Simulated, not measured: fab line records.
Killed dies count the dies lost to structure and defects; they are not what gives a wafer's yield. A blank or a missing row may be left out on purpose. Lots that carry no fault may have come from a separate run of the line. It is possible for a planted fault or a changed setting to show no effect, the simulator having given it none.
Which tool was responsible? / flow nand harc / 36 wafers from 12 lots sampled at 5 of the route's 1159 steps

WHAT EACH GAUGE READ, for each wafer
NHARC_P_M2_INSPECT_11. Usual: raw defect count 5, standard deviation 3.1.
lot=L952; measured=day 6 18:44; on=defect inspect-01; raw defect count=2 3 1; flag=
lot=L953; measured=day 6 19:53; on=defect inspect-01; raw defect count=3 4 6; flag=
lot=L955; measured=day 7 04:01; on=defect inspect-01; raw defect count=2 3 3; flag=
lot=L956; measured=day 7 13:02; on=defect inspect-01; raw defect count=1 9 7; flag=
lot=L957; measured=day 7 15:52; on=defect inspect-02; raw defect count=0 0 3; flag=
lot=L961; measured=day 8 06:58; on=defect inspect-02; raw defect count=5 6 6; flag=
lot=L959; measured=day 8 08:42; on=defect inspect-02; raw defect count=4 3 6; flag=
lot=L963; measured=day 9 11:14; on=defect inspect-01; raw defect count=5 3 2; flag=
lot=L966; measured=day 10 08:31; on=defect inspect-01; raw defect count=1 2 4; flag=
lot=L967; measured=day 10 09:20; on=defect inspect-02; raw defect count=11 13 9; flag=
lot=L968; measured=day 10 10:04; on=defect inspect-02; raw defect count=4 1 8; flag=
lot=L973; measured=day 11 15:30; on=defect inspect-02; raw defect count=7 2 3; flag=

NHARC_P_M2_THK_MEAS_24: measures by xrf. Usual: thk nm 144.4 nm, standard deviation 1.6.
lot=L952; measured=day 6 21:29; on=film metro-02; thk nm (nm)=146.9 144.8 144.7; flag=
lot=L953; measured=day 6 22:46; on=film metro-01; thk nm (nm)=145.7 142.8 147.5; flag=
lot=L955; measured=day 7 06:32; on=film metro-01; thk nm (nm)=142.9 142.4 141.5; flag=
lot=L956; measured=day 7 15:49; on=film metro-01; thk nm (nm)=142.9 144.5 145.6; flag=
lot=L957; measured=day 7 18:23; on=film metro-02; thk nm (nm)=145.4 147.2 144.9; flag=
lot=L961; measured=day 8 09:40; on=film metro-02; thk nm (nm)=143.8 144.5 144.6; flag=
lot=L959; measured=day 8 11:10; on=film metro-01; thk nm (nm)=143.0 143.7 141.9; flag=
lot=L963; measured=day 9 13:56; on=film metro-02; thk nm (nm)=146.7 144.8 146.1; flag=
lot=L966; measured=day 10 11:07; on=film metro-01; thk nm (nm)=145.9 142.9 144.5; flag=
lot=L967; measured=day 10 11:59; on=film metro-02; thk nm (nm)=145.1 142.4 142.2; flag=
lot=L968; measured=day 10 12:46; on=film metro-01; thk nm (nm)=143.9 145.6 146.0; flag=
lot=L973; measured=day 11 18:04; on=film metro-02; thk nm (nm)=143.6 144.3 143.4; flag=

NHARC_END_SORT_01. Usual: defect limited yield 95.7 %, standard deviation 1.5; killed at array 25, standard deviation 10; killed at other 0.6, standard deviation 0.91; killed at periphery 3.6, standard deviation 2.9; killed dies 29, standard deviation 10; killed open 3.3, standard deviation 2; killed short 1.9, standard deviation 1.5; sort_bin_2_pct 1.3 %, standard deviation 0.61; sort_bin_3_pct 0.26 %, standard deviation 0.19; sort_bin_4_pct 2.7 %, standard deviation 1; sort n pass 648, standard deviation 10; sort rim yield pct 94 %, standard deviation 3.2; sort yield pct 95.7 %, standard deviation 1.5.
lot=L956; measured=day 21 04:41; on=prober-01; defect limited yield (%)=96.2 96.8 96.0; killed at array=21 17 17; killed at other=1 0 1; killed at periphery=4 5 9; killed dies=26 22 27; killed open=3 5 2; killed short=1 1 0; sort_bin_2_pct (%)=0.7 1.3 1.5; sort_bin_3_pct (%)=0.59 0 0.44; sort_bin_4_pct (%)=2.5 1.9 2.1; sort n pass=651 655 650; sort rim yield pct (%)=94 97 93; sort yield pct (%)=96.2 96.8 96.0; flag=
lot=L966; measured=day 23 12:23; on=prober-02; defect limited yield (%)=96.6 95.0 96.0; killed at array=19 32 23; killed at other=2 2 3; killed at periphery=2 0 1; killed dies=23 34 27; killed open=3 1 2; killed short=1 1 3; sort_bin_2_pct (%)=1.2 0.9 0.6; sort_bin_3_pct (%)=0.15 0.30 0.44; sort_bin_4_pct (%)=2.1 3.8 3.0; sort n pass=654 643 650; sort rim yield pct (%)=93 98 92; sort yield pct (%)=96.6 95.0 96.0; flag=
lot=L968; measured=day 23 20:19; on=prober-01; defect limited yield (%)=94.1 94.7 93.9; killed at array=36 33 37; killed at other=2 0 2; killed at periphery=2 3 2; killed dies=40 36 41; killed open=2 2 2; killed short=1 3 0; sort_bin_2_pct (%)=1.8 2.5 3.0; sort_bin_3_pct (%)=0 0.15 0.30; sort_bin_4_pct (%)=4.1 2.7 2.8; sort n pass=637 641 636; sort rim yield pct (%)=92 92 92; sort yield pct (%)=94.1 94.7 93.9; flag=

EACH LOT AND THE TOOL THAT RAN IT (in order: tool; ch and the chambers of the sampled wafers; start)
lot=L952; NHARC_P_M2_ETCH_28=rie diel-12 ch 0,1,2, day 6 21:29 or earlier; NHARC_P_BONDPAD_DEP_00=pecvd-03 ch 1,2, day 6 22:11
lot=L953; NHARC_P_M2_ETCH_28=rie diel-12 ch 1,2,3, day 6 22:46 or earlier; NHARC_P_BONDPAD_DEP_00=pecvd-03 ch 1,2, day 6 23:32
lot=L955; NHARC_P_M2_ETCH_28=rie diel-01 ch 1,2,3, day 7 06:32 or earlier; NHARC_P_BONDPAD_DEP_00=pecvd-02 ch 0,2, day 7 07:13
lot=L956; NHARC_P_M2_ETCH_28=rie diel-01 ch 0,2,3, day 7 15:49 or earlier; NHARC_P_BONDPAD_DEP_00=pecvd-04 ch 0,2, day 7 16:38
lot=L957; NHARC_P_M2_ETCH_28=rie diel-03 ch 1,2, day 7 18:23 or earlier; NHARC_P_BONDPAD_DEP_00=pecvd-03 ch 1,2, day 7 19:35
lot=L961; NHARC_P_M2_ETCH_28=rie diel-01 ch 1,2,3, day 8 09:40 or earlier; NHARC_P_BONDPAD_DEP_00=pecvd-04 ch 0,1,2, day 8 10:32
lot=L959; NHARC_P_M2_ETCH_28=rie diel-12 ch 0,2,3, day 8 11:10 or earlier; NHARC_P_BONDPAD_DEP_00=pecvd-02 ch 1,2, day 8 11:53
lot=L963; NHARC_P_M2_ETCH_28=rie diel-01 ch 0,3, day 9 13:56 or earlier; NHARC_P_BONDPAD_DEP_00=pecvd-02 ch 0,2, day 9 14:41
lot=L966; NHARC_P_M2_ETCH_28=rie diel-01 ch 0,1, day 10 11:07 or earlier; NHARC_P_BONDPAD_DEP_00=pecvd-04 ch 0,2, day 10 11:52
lot=L967; NHARC_P_M2_ETCH_28=rie diel-03 ch 0,1,2, day 10 11:59 or earlier; NHARC_P_BONDPAD_DEP_00=pecvd-03 ch 0,1,2, day 10 12:46
lot=L968; NHARC_P_M2_ETCH_28=rie diel-03 ch 0,2, day 10 12:46 or earlier; NHARC_P_BONDPAD_DEP_00=pecvd-03 ch 0,1,2, day 10 13:28
lot=L973; NHARC_P_M2_ETCH_28=rie diel-03 ch 0,1,3, day 11 18:04 or earlier; NHARC_P_BONDPAD_DEP_00=pecvd-04 ch 0,2, day 11 19:17
- NHARC_P_M2_ETCH_28: etches the open film in CF4/N2, target depth 30 nm, time 72.99 s.
- NHARC_P_BONDPAD_DEP_00: deposits SiCN, target thk 250 nm.

AS READ BY THE TOOLS THEMSELVES (means over the sampled wafers that have a number; for cases with no such wafer, the mark the record gives instead)
NHARC_P_M2_ETCH_28. Usual: drypump motor current A 5.9 A, standard deviation 0.37; oes product au 0.996 a.u., standard deviation 0.012; rf vpp V 314.2 V, standard deviation 2.2; showerhead plenum p Torr 2.63 Torr, standard deviation 0.12; throttle valve pct 19.794 %, standard deviation 0.0093.
lot=L952; tool=rie diel-12; drypump motor current A (A)=5.8; oes product au (a.u.)=1.009; rf vpp V (V)=313.3; showerhead plenum p Torr (Torr)=2.57; throttle valve pct (%)=19.798; flag=
lot=L953; tool=rie diel-12; drypump motor current A (A)=5.6; oes product au (a.u.)=0.998; rf vpp V (V)=313.1; showerhead plenum p Torr (Torr)=2.56; throttle valve pct (%)=19.799; flag=
lot=L955; tool=rie diel-01; drypump motor current A (A)=5.7; oes product au (a.u.)=1.001; rf vpp V (V)=313.3; showerhead plenum p Torr (Torr)=2.57; throttle valve pct (%)=19.797; flag=
lot=L956; tool=rie diel-01; drypump motor current A (A)=5.9; oes product au (a.u.)=0.992; rf vpp V (V)=313.8; showerhead plenum p Torr (Torr)=2.62; throttle valve pct (%)=19.795; flag=
lot=L957; tool=rie diel-03; drypump motor current A (A)=5.9; oes product au (a.u.)=0.985; rf vpp V (V)=313.7; showerhead plenum p Torr (Torr)=2.58; throttle valve pct (%)=19.794; flag=
lot=L961; tool=rie diel-01; drypump motor current A (A)=5.7; oes product au (a.u.)=0.999; rf vpp V (V)=312.8; showerhead plenum p Torr (Torr)=2.57; throttle valve pct (%)=19.799; flag=
lot=L959; tool=rie diel-12; drypump motor current A (A)=5.7; oes product au (a.u.)=0.985; rf vpp V (V)=315.0; showerhead plenum p Torr (Torr)=2.66; throttle valve pct (%)=19.794; flag=
lot=L963; tool=rie diel-01; drypump motor current A (A)=6.2; oes product au (a.u.)=1.012; rf vpp V (V)=314.2; showerhead plenum p Torr (Torr)=2.59; throttle valve pct (%)=19.789; flag=
lot=L966; tool=rie diel-01; drypump motor current A (A)=5.6; oes product au (a.u.)=1.001; rf vpp V (V)=315.3; showerhead plenum p Torr (Torr)=2.71; throttle valve pct (%)=19.792; flag=
lot=L967; tool=rie diel-03; drypump motor current A (A)=5.8; oes product au (a.u.)=0.997; rf vpp V (V)=313.8; showerhead plenum p Torr (Torr)=2.62; throttle valve pct (%)=19.800; flag=
lot=L968; tool=rie diel-03; drypump motor current A (A)=5.8; oes product au (a.u.)=0.991; rf vpp V (V)=315.6; showerhead plenum p Torr (Torr)=2.66; throttle valve pct (%)=19.799; flag=
lot=L973; tool=rie diel-03; drypump motor current A (A)=6.2; oes product au (a.u.)=0.991; rf vpp V (V)=312.0; showerhead plenum p Torr (Torr)=2.55; throttle valve pct (%)=19.799; flag=

NHARC_P_BONDPAD_DEP_00. Usual: heater power w 606 W, standard deviation 68.
lot=L952; tool=pecvd-03; heater power w (W)=559; flag=
lot=L953; tool=pecvd-03; heater power w (W)=559; flag=
lot=L955; tool=pecvd-02; heater power w (W)=722; flag=
lot=L956; tool=pecvd-04; heater power w (W)=579; flag=
lot=L957; tool=pecvd-03; heater power w (W)=558; flag=
lot=L961; tool=pecvd-04; heater power w (W)=594; flag=
lot=L959; tool=pecvd-02; heater power w (W)=670; flag=
lot=L963; tool=pecvd-02; heater power w (W)=657; flag=
lot=L966; tool=pecvd-04; heater power w (W)=496; flag=
lot=L967; tool=pecvd-03; heater power w (W)=620; flag=
lot=L968; tool=pecvd-03; heater power w (W)=579; flag=
lot=L973; tool=pecvd-04; heater power w (W)=518; flag=

THE ANSWER, worked out from the rows above alone
Rule: take the mean of a lot's wafers that have a number; if it is more than 3 standard deviations from the usual mean, the lot is off. Also off: a lot with no number at a reading for which 4 or more lots have one. Where the step has rows for the other lots, those lots are counted as sound. The gauges are gone through in route order, then the tools' own readings, and for those a lot's mean is taken as printed above. The first step at which some lot is off is used, and at that step the reading that is off furthest; a lot without a number counts as furthest.
Across all readings shown, no lot is off: no conclusion can be drawn from this.

WHAT THE SIMULATOR HAD INSERTED
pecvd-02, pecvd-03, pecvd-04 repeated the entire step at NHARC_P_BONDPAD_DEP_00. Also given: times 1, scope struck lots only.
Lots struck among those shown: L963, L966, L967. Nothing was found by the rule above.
